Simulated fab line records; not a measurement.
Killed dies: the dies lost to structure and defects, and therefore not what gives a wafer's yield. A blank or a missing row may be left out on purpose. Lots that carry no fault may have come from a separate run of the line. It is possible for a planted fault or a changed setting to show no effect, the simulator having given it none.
Which tool is to blame? / flow nandHarc / Sampling: 12 lots, 36 wafers, 3 of 1159 route steps

## WHAT THE GAUGES SHOWED, per wafer
NHARC_A_BLC_CD_MEAS_19. Usual: cdNm reads 100.6 nm (standard deviation 1.8).
lot=L603; measured=day 16 23:44; on=cdSem-02; cdNm (nm)=98.5 101.1 97.8; flag=
lot=L610; measured=day 18 21:57; on=cdSem-01; cdNm (nm)=99.9 102.7 97.4; flag=
lot=L611; measured=day 19 08:44; on=cdSem-01; cdNm (nm)=100.7 96.6 98.5; flag=
lot=L613; measured=day 19 16:44; on=cdSem-02; cdNm (nm)=98.1 98.8 100.9; flag=
lot=L617; measured=day 20 06:53; on=cdSem-02; cdNm (nm)=99.1 99.2 101.9; flag=
lot=L618; measured=day 21 01:17; on=cdSem-02; cdNm (nm)=98.4 100.7 98.4; flag=
lot=L620; measured=day 21 17:13; on=cdSem-01; cdNm (nm)=100.4 100.8 100.4; flag=
lot=L621; measured=day 21 17:58; on=cdSem-01; cdNm (nm)=99.9 98.9 98.3; flag=
lot=L624; measured=day 22 18:19; on=cdSem-02; cdNm (nm)=102.5 100.7 104.5; flag=
lot=L622; measured=day 23 00:55; on=cdSem-02; cdNm (nm)=98.7 101.6 98.4; flag=
lot=L625; measured=day 23 02:32; on=cdSem-03; cdNm (nm)=103.3 104.0 104.6; flag=
lot=L626; measured=day 23 09:55; on=cdSem-02; cdNm (nm)=101.6 101.4 104.1; flag=

## WHICH TOOL RAN EACH LOT (tool, then ch and the chambers of the sampled wafers, then the start)
lot=L603; NHARC_A_CONTACT_ALD_18=aldMetal-02 ch 1,2,3, day 16 18:58; NHARC_A_BLC_DESCUM_15=rieDiel-02 ch 2,3, day 16 22:25
lot=L610; NHARC_A_CONTACT_ALD_18=aldMetal-02 ch 0,1,2, day 18 18:46; NHARC_A_BLC_DESCUM_15=rieDiel-01 ch 0,2,3, day 18 20:59
lot=L611; NHARC_A_CONTACT_ALD_18=aldMetal-04 ch 0,1,2, day 19 05:33; NHARC_A_BLC_DESCUM_15=rieDiel-12 ch 0,1, day 19 07:46
lot=L613; NHARC_A_CONTACT_ALD_18=aldMetal-03 ch 0,1,2, day 19 13:46; NHARC_A_BLC_DESCUM_15=rieDiel-12 ch 0,1,3, day 19 15:47
lot=L617; NHARC_A_CONTACT_ALD_18=aldMetal-02 ch 0,2,3, day 20 01:25; NHARC_A_BLC_DESCUM_15=rieDiel-01 ch 0,1,2, day 20 05:55
lot=L618; NHARC_A_CONTACT_ALD_18=aldMetal-04 ch 1,2, day 20 22:14; NHARC_A_BLC_DESCUM_15=rieDiel-01 ch 1,2,3, day 21 00:20
lot=L620; NHARC_A_CONTACT_ALD_18=aldMetal-03 ch 1,2,3, day 21 08:02; NHARC_A_BLC_DESCUM_15=rieDiel-12 ch 0,1,3, day 21 16:16
lot=L621; NHARC_A_CONTACT_ALD_18=aldMetal-04 ch 2,3, day 21 09:41; NHARC_A_BLC_DESCUM_15=rieDiel-02 ch 1,2, day 21 16:59
lot=L624; NHARC_A_CONTACT_ALD_18=aldMetal-03 ch 0,2,3, day 22 15:07; NHARC_A_BLC_DESCUM_15=rieDiel-01 ch 0,1,3, day 22 17:22
lot=L622; NHARC_A_CONTACT_ALD_18=aldMetal-03 ch 1,2,3, day 22 21:02; NHARC_A_BLC_DESCUM_15=rieDiel-12 ch 1,2,3, day 22 23:57
lot=L625; NHARC_A_CONTACT_ALD_18=aldMetal-04 ch 1,2, day 22 23:23; NHARC_A_BLC_DESCUM_15=rieDiel-01 ch 2,3, day 23 01:33
lot=L626; NHARC_A_CONTACT_ALD_18=aldMetal-03 ch 0,1,2, day 23 03:35; NHARC_A_BLC_DESCUM_15=rieDiel-12 ch 0,1, day 23 08:56
- NHARC_A_CONTACT_ALD_18: deposits TiN, target thk 3 nm, pulse time 1 s, ald cycles 150.
- NHARC_A_BLC_DESCUM_15: chemistry O2, time 3 s.

## WHAT THE TOOLS THEMSELVES READ (means of the sampled wafers that have a number; where no wafer has one, the mark that the record gives instead)
NHARC_A_CONTACT_ALD_18. Usual: heaterPowerW 1080 W, standard deviation 120; precursorPulseHeightRel 1.000, standard deviation 0.021.
lot=L603; tool=aldMetal-02; heaterPowerW (W)=997; precursorPulseHeightRel=0.994; flag=
lot=L610; tool=aldMetal-02; heaterPowerW (W)=981; precursorPulseHeightRel=1.006; flag=
lot=L611; tool=aldMetal-04; heaterPowerW (W)=1193; precursorPulseHeightRel=1.018; flag=
lot=L613; tool=aldMetal-03; heaterPowerW (W)=1112; precursorPulseHeightRel=1.017; flag=
lot=L617; tool=aldMetal-02; heaterPowerW (W)=955; precursorPulseHeightRel=1.015; flag=
lot=L618; tool=aldMetal-04; heaterPowerW (W)=1287; precursorPulseHeightRel=1.006; flag=
lot=L620; tool=aldMetal-03; heaterPowerW (W)=1080; precursorPulseHeightRel=0.969; flag=
lot=L621; tool=aldMetal-04; heaterPowerW (W)=1188; precursorPulseHeightRel=0.987; flag=
lot=L624; tool=aldMetal-03; heaterPowerW (W)=1032; precursorPulseHeightRel=0.982; flag=
lot=L622; tool=aldMetal-03; heaterPowerW (W)=1072; precursorPulseHeightRel=0.999; flag=
lot=L625; tool=aldMetal-04; heaterPowerW (W)=1281; precursorPulseHeightRel=0.994; flag=
lot=L626; tool=aldMetal-03; heaterPowerW (W)=1082; precursorPulseHeightRel=0.996; flag=

NHARC_A_BLC_DESCUM_15. Usual: drypumpMotorCurrentA 5.7 A, standard deviation 0.4; oesProductAu 0.999 a.u., standard deviation 0.008; rfVppV 57.7 V, standard deviation 0.96; showerheadPlenumPTorr 1.93 Torr, standard deviation 0.09; throttleValvePct 11.312 %, standard deviation 0.0092.
lot=L603; tool=rieDiel-02; drypumpMotorCurrentA (A)=5.1; oesProductAu (a.u.)=0.996; rfVppV (V)=57.2; showerheadPlenumPTorr (Torr)=1.80; throttleValvePct (%)=11.315; flag=
lot=L610; tool=rieDiel-01; drypumpMotorCurrentA (A)=5.7; oesProductAu (a.u.)=0.989; rfVppV (V)=57.5; showerheadPlenumPTorr (Torr)=1.91; throttleValvePct (%)=11.310; flag=
lot=L611; tool=rieDiel-12; drypumpMotorCurrentA (A)=5.6; oesProductAu (a.u.)=1.006; rfVppV (V)=59.0; showerheadPlenumPTorr (Torr)=1.99; throttleValvePct (%)=11.315; flag=
lot=L613; tool=rieDiel-12; drypumpMotorCurrentA (A)=5.4; oesProductAu (a.u.)=1.001; rfVppV (V)=57.6; showerheadPlenumPTorr (Torr)=1.96; throttleValvePct (%)=11.318; flag=
lot=L617; tool=rieDiel-01; drypumpMotorCurrentA (A)=5.9; oesProductAu (a.u.)=0.995; rfVppV (V)=58.1; showerheadPlenumPTorr (Torr)=1.99; throttleValvePct (%)=11.310; flag=
lot=L618; tool=rieDiel-01; drypumpMotorCurrentA (A)=6.0; oesProductAu (a.u.)=1.002; rfVppV (V)=58.4; showerheadPlenumPTorr (Torr)=1.96; throttleValvePct (%)=11.313; flag=
lot=L620; tool=rieDiel-12; drypumpMotorCurrentA (A)=5.4; oesProductAu (a.u.)=1.006; rfVppV (V)=58.2; showerheadPlenumPTorr (Torr)=1.96; throttleValvePct (%)=11.305; flag=
lot=L621; tool=rieDiel-02; drypumpMotorCurrentA (A)=5.4; oesProductAu (a.u.)=0.997; rfVppV (V)=56.4; showerheadPlenumPTorr (Torr)=1.77; throttleValvePct (%)=11.322; flag=
lot=L624; tool=rieDiel-01; drypumpMotorCurrentA (A)=5.7; oesProductAu (a.u.)=0.985; rfVppV (V)=58.1; showerheadPlenumPTorr (Torr)=1.92; throttleValvePct (%)=11.308; flag=
lot=L622; tool=rieDiel-12; drypumpMotorCurrentA (A)=5.5; oesProductAu (a.u.)=1.002; rfVppV (V)=57.4; showerheadPlenumPTorr (Torr)=1.91; throttleValvePct (%)=11.320; flag=
lot=L625; tool=rieDiel-01; drypumpMotorCurrentA (A)=6.0; oesProductAu (a.u.)=0.990; rfVppV (V)=57.6; showerheadPlenumPTorr (Torr)=1.95; throttleValvePct (%)=11.309; flag=
lot=L626; tool=rieDiel-12; drypumpMotorCurrentA (A)=5.6; oesProductAu (a.u.)=1.003; rfVppV (V)=58.2; showerheadPlenumPTorr (Torr)=1.99; throttleValvePct (%)=11.316; flag=

## THE ANSWER, worked out from the rows above alone
Rule: a lot is off if the mean of its wafers that have a number lies more than 3 standard deviations from the usual mean. A lot without any number at a reading at which 4 lots or more have one is off too. The other lots that the step has rows for count as sound. After the gauges, taken in route order, come the tools' own readings; for these a lot's mean is taken, as printed above. The first step at which some lot is off is used, and at that step the reading that is off furthest; a lot without a number counts as furthest.
Across all readings shown, no lot is off: no conclusion can be drawn from this.

## WHAT THE SIMULATOR HAD INSERTED
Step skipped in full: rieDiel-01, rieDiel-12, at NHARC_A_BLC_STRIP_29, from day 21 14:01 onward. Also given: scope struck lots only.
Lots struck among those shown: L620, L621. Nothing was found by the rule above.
